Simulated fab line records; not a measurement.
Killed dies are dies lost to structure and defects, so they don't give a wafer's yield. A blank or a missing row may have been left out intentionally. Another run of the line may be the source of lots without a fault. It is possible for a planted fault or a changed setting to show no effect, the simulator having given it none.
fab line records | flow n5Finfet
record lots=7 wafers=21
route steps=1938 shown BEOL_M15@1776 MIM_BOT@1833 PASSIVATION@1901
startH: the number of hours between the record's first day and the start of the first shown wafer of the lot | waitH: hours from the lot's prior step to this one | " repeats the value in the row above | L1.1+2: a row that stands for several wafers | - no value present, or no start provided | * or withheld: withheld | < > ~ a bound
route shown NAME@n: a module of which the file shows steps, and the number in the route of the first | usual: mean/standard deviation of fault-free wafers | same: alike in all rows | chamber/n: place in a boat | sites: the reading at each site | _std_site: how widely they spread, as a standard deviation | _edge_site: outer sites' mean less inner sites' | radiusMm: for every site, how far away it sits from the centre of the wafer | mask NAME#n: copy n | behind: the tool/chamber that last shaped the wafer | hold: why the lot was held/for how many hours/how that ended | device: transistor that didn't switch, given as n, p or np | end of line: the route-end tests of the same wafers | a step without rows: its recipe alone | killed: dies lost to structure and defects at the first sort, not the wafer's yield | map: a wafer's dies, marking killed ones x, the rest . and places with no die _
set.NAME: the setting the step ran with; set.NAME@STEP: the setting that earlier step ran with | model.NAME: the simulator's own value behind a step, which no gauge read
one table per step and one row per wafer, for lots whose settings were changed on purpose
## steps
# step N5_BEOL_M15_COAT_04
# recipe spinRpm=1704 resistThkNm=800
# columns lot.wafer tool chamber startH waitH set.spinRpm model.coat_of_BEOL_M15_COAT_04.thkNm
L076.1 lithoTrack-02 0 - - 1704 804.6
L076.2 " 0 " " 1704 802.4
L076.5 " 0 " " 1547 846.4
L077.3+4 lithoTrack-05 0 - - 1704 798
L077.6 " 0 " " 1641 815.4
L082.2 lithoTrack-05 0 - - 1550 841
L082.4 " 0 " " 1550 840.4
L082.5 " 0 " " 1704 801.6
L085.1 lithoTrack-02 0 - - 1881 760.6
L085.4 " 0 " " 1704 798.6
L085.5 " 0 " " 1881 758.6
L084.1 lithoTrack-05 0 - - 1560 838.2
L084.3 " 0 " " 1560 839.8
L084.4 " 0 " " 1704 804.6
L097.1 lithoTrack-02 0 - - 1704 805.4
L097.3 " 0 " " 1704 804.4
L097.4 " 0 " " 1704 803.4
L096.2+6 lithoTrack-04 0 - - 1704 804
L096.5 " 0 " " 1704 801.8
# step N5_BEOL_M15_EBR_06
# recipe solvent=PGMEA ebrWidthMm=1.5
# step N5_BEOL_M15_SOFTBAKE_05
# recipe tempC=130 timeS=60
# step N5_BEOL_M15_DESCUM_15
# recipe chemistry=O2 timeS=7.9 sourcePowerW=50 biasPowerW=20 pressureMtorr=20 rfFrequencyHz=2.712e+07 tempC=40 o2FlowSccm=225
# step N5_BEOL_M15_ETCH_59
# recipe chemistry=N2/H2 target=BARC targetDepthA=890 overetchA=267 timeS=67.9 ionEnergyEv=200 pressureMtorr=30 sourceW=840 biasW=150 n2FlowSccm=200 h2FlowSccm=200
# step N5_BEOL_M15_VIA_ETCH_16
# recipe chemistry=C4F8/O2/Ar target=SiO2 heInnerTorr=15 heOuterTorr=30 targetDepthA=17922 timeS=withheld ionEnergyEv=800 pressureMtorr=20 sourceW=1905 biasW=2040 Ar_flow_sccm=400 C4F8_flow_sccm=16 O2_flow_sccm=12 ends=cleared
# columns lot.wafer tool chamber startH waitH set.spinRpm@BEOL_M15_COAT_04 model.coat_of_BEOL_M15_COAT_04.thkNm
L076.1 rieDiel-06 0 261.61 0.0 1704 335.2
L076.2 " 3 " " 1704 332.8
L076.5 " 1 " " 1547 370.8
L077.3 rieDiel-01 1 263.26 0.0 1704 338.2
L077.4 " 0 " " 1704 324
L077.6 " 1 " " 1641 357.8
L082.2 rieDiel-06 2 311.48 0.0 1550 373.4
L082.4 " 3 " " 1550 373.8
L082.5 " 3 " " 1704 337.6
L085.1 rieDiel-06 0 315.91 0.0 1881 300
L085.4 " 3 " " 1704 324.8
L085.5 " 0 " " 1881 286.2
L084.1 rieDiel-01 0 316.46 0.0 1560 376.4
L084.3 " 2 " " 1560 370
L084.4 " 0 " " 1704 337.4
L097.1 rieDiel-06 0 403.97 0.0 1704 339.2
L097.3 " 2 " " 1704 334.6
L097.4 " 3 " " 1704 330
L096.2 rieDiel-03 3 414.02 0.0 1704 342
L096.5 " 0 " " 1704 327.4
L096.6 " 1 " " 1704 335.2
# step N5_MIM_BOT_SPUTTER_00
# recipe material=TiN targetThkA=350 tempC=200 powerW=3000 chamberPressurePa=0.49996 gas=Ar reactivePartialPa=0.37997 timeS=89.7
# columns lot.wafer tool chamber startH waitH set.powerW model.TiN_of_MIM_BOT_SPUTTER_00.thkNm
L076.1 pvdSputter-02 - 271.07 0.0 2646 31.2
L076.2 " - " " 2646 31.4
L076.5 " - " " 3000 35
L077.3+6 pvdSputter-03 - 275.33 0.0 3000 35.2
L077.4 " - " " 3000 34.6
L082.2+5 pvdSputter-01 - 317.16 0.0 3000 35.2
L082.4 " - " " 3151 36.8
L085.1 pvdSputter-03 - 324.26 0.0 3000 34.8
L085.4 " - " " 3000 35.2
L085.5 " - " " 3000 34.6
L084.1 pvdSputter-03 - 325.04 0.0 3281 38.4
L084.3+4 " - " " 3000 35.4
L097.1+3+4 pvdSputter-01 - 411.16 0.0 3000 35.6
L096.2 pvdSputter-02 - 423.38 0.0 3000 35.2
L096.5 " - " " 3375 39.6
L096.6 " - " " 3000 35.6
# step N5_PASSIVATION_EXPOSE_27
# recipe maskId=PAD na=0.55 sourceShape=conventional sigmaOuter=0.8 polarization=unpolarized defocusNm=0 doseMj=32.3
# columns lot.wafer tool chamber startH waitH mask set.doseMj
L076.1+2 krfScanner-02 0 276.63 - PAD#0 30.2
L076.5 " 0 " " PAD#0 32.3
L077.3+4+6 krfScanner-02 0 282.11 - PAD#0 32.3
L082.2+4 krfScanner-02 0 326.01 - PAD#0 31.01
L082.5 " 0 " " PAD#0 32.3
L085.1 krfScanner-02 0 330.57 - PAD#0 32.3
L085.4+5 " 0 " " PAD#0 34.13
L084.1+4 krfScanner-02 0 331.41 - PAD#0 30.95
L084.3 " 0 " " PAD#0 32.3
L097.1+3+4 krfScanner-01 0 424.13 - PAD#0 32.3
L096.2+5+6 krfScanner-01 0 432.89 - PAD#0 32.3
# step N5_PASSIVATION_PEB_28
# recipe pebTempC=withheld pebTimeS=*
# step N5_PASSIVATION_DEVELOP_29
# recipe developTimeS=60 rinseLiquid=diw dry=airSpin devTempC=21
# step N5_PASSIVATION_HARDBAKE_31
# recipe tempC=130 timeS=120
# step N5_PASSIVATION_CD_MEAS_30
# recipe targetCdNm=4000 landingEnergyEv=500 detector=seInlens polarity=opening
# usual cdNm=4000.1/1.8
# columns lot.wafer tool chamber startH waitH set.doseMj@PASSIVATION_EXPOSE_27 cdNm
L076.1 cdSem-02 0 276.80 - 30.2 3985.5
L076.2 " 0 " " 30.2 3988.1
L076.5 " 0 " " 32.3 3997.9
L077.3 cdSem-01 0 282.27 - 32.3 3997.0
L077.4 " 0 " " 32.3 3999.7
L077.6 " 0 " " 32.3 3999.8
L082.2 cdSem-03 0 326.18 - 31.01 3993.9
L082.4 " 0 " " 31.01 3992.8
L082.5 " 0 " " 32.3 4000.5
L085.1 cdSem-03 0 330.75 - 32.3 4004.1
L085.4 " 0 " " 34.13 4013.0
L085.5 " 0 " " 34.13 4012.8
L084.1 cdSem-03 0 331.59 - 30.95 3992.6
L084.3 " 0 " " 32.3 3998.7
L084.4 " 0 " " 30.95 3993.0
L097.1 cdSem-01 0 424.31 - 32.3 4001.3
L097.3 " 0 " " 32.3 3999.2
L097.4 " 0 " " 32.3 4000.6
L096.2 cdSem-01 0 433.06 - 32.3 4002.4
L096.5 " 0 " " 32.3 4001.3
L096.6 " 0 " " 32.3 4001.6
## key
split step=N5_BEOL_M15_COAT_04 setting=spinRpm stated=1704 by=wafer
response step=N5_BEOL_M15_COAT_04 reading=model.coat_of_BEOL_M15_COAT_04.thkNm change=-4.2 per=1% r=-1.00
response step=N5_BEOL_M15_VIA_ETCH_16 reading=model.coat_of_BEOL_M15_COAT_04.thkNm change=-3.88 per=1% r=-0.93
split step=N5_MIM_BOT_SPUTTER_00 setting=powerW stated=3000 by=wafer
response step=N5_MIM_BOT_SPUTTER_00 reading=model.TiN_of_MIM_BOT_SPUTTER_00.thkNm change=+0.324 per=1% r=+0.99
split step=N5_PASSIVATION_EXPOSE_27 setting=doseMj stated=32.3 by=wafer
response step=N5_PASSIVATION_CD_MEAS_30 reading=cdNm change=+1.63 per=1% r=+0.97
